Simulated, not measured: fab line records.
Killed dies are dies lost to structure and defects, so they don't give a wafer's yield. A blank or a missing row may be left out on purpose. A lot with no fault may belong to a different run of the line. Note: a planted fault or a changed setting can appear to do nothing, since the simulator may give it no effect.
A struck lot beside a sound one | flow n5Finfet | 15 out of 1938 route steps
Sound: the wafers L697.1, L697.2, L697.4. Struck: wafers L692.1, L692.3, L692.6. The cause is given at the end.
For every step that has rows: the tool of each side, followed by ch and its chambers, followed by its first start. Under that, the readings that differ: sound wafers | struck wafers | difference of the means | sigmas: that difference in standard deviations of wafers without a fault.
alike: a reading whose means differ by less than 2 such deviations, as well as words and numbers matching on both sides. not compared: withheld readings; readings where some wafer has no value; bounds like >300 that might hide an equal value; numbers whose values overlap and for which the record gives no deviation.
Wherever a step has rows on one side only, a row that says differs or no value, or a row with sigmas, the two part there. When numbers do not overlap yet have no deviation, they are printed without sigmas and do not part them. A reading missing from all wafers of one side parts the sides only when that side holds two or more wafers.

first, 10 steps without rows for these wafers: N5_SDB_DESCUM_16 (chemistry O2, time 7.9 s); N5_SDB_ETCH_17 (etches SiARC in CF4, target depth 23.4 nm, time 39 s); N5_SDB_ETCH_18 (etches SOC in N2/H2, target depth 100 nm, overetch 20 nm, time 150 s); N5_SDB_STRIP_19 (strips in N2/H2); N5_SDB_STRIP_21 (strips in CF4); N5_SDB_HM_OPEN_20 (chemistry CH3F/O2, target SiNx, stops on poly-Si, target depth 24 nm); N5_SDB_STRIP_22 (strips in N2/H2); N5_SDB_PRECLEAN_23 (cleans in dHF, time 30 s); N5_SDB_DUMMY_REMOVE_24 (chemistry TMAH, target poly-Si, stops on SiO2, target depth 142 nm, time 57 s, rinse time 30 s); N5_SDB_ETCH_25 (etches SiO2 in C4F6/O2, target depth 10 nm, time 3.3 s).
N5_SDB_CUT_ETCH_26: etches Si in HBr/Cl2/O2, target depth 129.6 nm, bt time 20 s, time 51.8 s.
  sound on rieSi-04 ch 1,2,3, day 9 13:06; struck on rieSi-02 ch 1,2, day 8 08:17
  no value came back on the struck wafers for any of 6 readings (HBr_flow_sccm (sccm), O2_flow_sccm (sccm) and others); on the sound wafers HBr_flow_sccm (sccm) reads 150.2 149.8 150.7
reading                                | sound          | struck       | difference | sigmas
model.SiNx_of_SDB_HM_DEP_00.thkNm (nm) | 23.2 22.4 23.2 | 38 37.8 38.2 | +15        | 
  not compared: rfFwdPowerW
N5_SDB_PRECLEAN_38: cleans in dHF, time 10 s.
  sound on wetBench-06 ch 1,3,6, day 9 13:13; struck on wetBench-05 ch 4,6,7, day 8 08:23
reading                                | sound        | struck     | difference | sigmas
model.SiNx_of_SDB_HM_DEP_00.thkNm (nm) | 23.2 22.4 23 | 38 37.8 38 | +15        | 
then, 1 step without rows for these wafers: N5_SDB_PRECLEAN_39 (cleans in O3/DIW, time 45 s).
N5_BEOL_M4_RC_MEAS_101:
  the record has rows for the sound wafers here (prober-02 ch 0, day 13 22:02) and none for the struck ones
-- the record jumps here: 9 days lie between the struck wafers' starts before and after (it left off in module BEOL_M4 and takes up again in module PASSIVATION, whose first step shown is number 1936 of the route) --
N5_PASSIVATION_PROBE_49:
  rows exist in the record for the struck wafers here (prober-01, day 17 02:53), but not for the sound ones

== WHERE THEY PART ==
At N5_SDB_CUT_ETCH_26 first; at N5_PASSIVATION_PROBE_49 last (within this record only).

WHY: whatever the simulator had introduced
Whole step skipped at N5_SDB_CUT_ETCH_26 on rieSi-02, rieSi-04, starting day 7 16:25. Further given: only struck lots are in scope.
